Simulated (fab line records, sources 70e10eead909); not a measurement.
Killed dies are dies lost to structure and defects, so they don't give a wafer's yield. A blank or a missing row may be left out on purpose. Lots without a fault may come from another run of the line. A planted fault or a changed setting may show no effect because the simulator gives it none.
Chamber matching | flow nand_harc | NHARC_P_M0_DESCUM_14 on rie_diel-10: 4 sister chambers
The step chemistry O2, time 3 s. 18 wafers are shown with their chamber, then 9 later ones without.

WAFERS WITH THEIR CHAMBER
wafer  | chamber | drypump_motor_current_A (A) | showerhead_plenum_p_Torr (Torr) | oes_product_au (a.u.)
L074.1 | 1       | 6.4                         | 1.94                            | 0.983
L074.2 | 3       | 4.7                         | 1.93                            | 0.988
L074.5 | 1       | 6.5                         | 1.94                            | 0.994
L075.1 | 3       | 4.7                         | 1.93                            | 0.994
L075.4 | 1       | 6.4                         | 1.94                            | 1.001
L075.6 | 2       | 6.1                         | 2.07                            | 0.994
L076.2 | 0       | 5.4                         | 1.95                            | 1.005
L076.3 | 3       | 4.7                         | 1.93                            | 0.987
L076.4 | 1       | 6.4                         | 1.94                            | 0.994
L078.1 | 1       | 6.4                         | 1.94                            | 0.987
L078.2 | 2       | 6.1                         | 2.07                            | 0.992
L078.6 | 1       | 6.4                         | 1.94                            | 0.984
L083.1 | 0       | 5.4                         | 1.94                            | 1.007
L083.2 | 2       | 6.0                         | 2.06                            | 0.994
L083.4 | 1       | 6.4                         | 1.93                            | 0.983
L090.2 | 0       | 5.5                         | 1.94                            | 1.002
L090.5 | 0       | 5.5                         | 1.94                            | 1.000
L090.6 | 3       | 4.7                         | 1.91                            | 0.986

SIGNATURES (means of the wafers above)
reading                  | chamber 0 | chamber 1 | chamber 2 | chamber 3 | scatter within a chamber
drypump_motor_current_A  | 5.450     | 6.414     | 6.067     | 4.700     | 0.0425
showerhead_plenum_p_Torr | 1.9425    | 1.9386    | 2.0667    | 1.9250    | 0.00614
oes_product_au           | 1.00350   | 0.98943   | 0.99333   | 0.98875   | 0.0051
Rule: a wafer's distance from a chamber is the root of the sum, over the readings, of the square of ((its reading less the chamber's mean) divided by the reading's scatter). The wafer belongs to the nearest chamber; if the next one is less than 2 further off, it can't be placed. The scatter: the root of (the sum of the squares of (reading less its chamber's mean) over the shown wafers, divided by (wafers less chambers)).

WAFERS WITHOUT THEIR CHAMBER
wafer  | drypump_motor_current_A (A) | showerhead_plenum_p_Torr (Torr) | oes_product_au (a.u.)
L091.1 | 6.1                         | 2.05                            | 0.990
L091.2 | 5.4                         | 1.94                            | 0.999
L091.3 | 6.4                         | 1.92                            | 0.998
L094.1 | 5.4                         | 1.94                            | 1.005
L094.3 | 4.7                         | 1.91                            | 0.992
L094.6 | 6.4                         | 1.92                            | 0.998
L097.3 | 4.7                         | 1.91                            | 0.996
L097.4 | 5.4                         | 1.93                            | 1.014
L097.6 | 4.7                         | 1.91                            | 0.999

WHICH CHAMBER EACH WENT THROUGH
wafer  | from the rows above | in truth
L091.1 | 2                   | 2
L091.2 | 0                   | 0
L091.3 | 1                   | 1
L094.1 | 0                   | 0
L094.3 | 3                   | 3
L094.6 | 1                   | 1
L097.3 | 3                   | 3
L097.4 | 0                   | 0
L097.6 | 3                   | 3
Placed correctly: 9 of 9. Can't be placed from these rows: 0. Placed wrongly: 0.
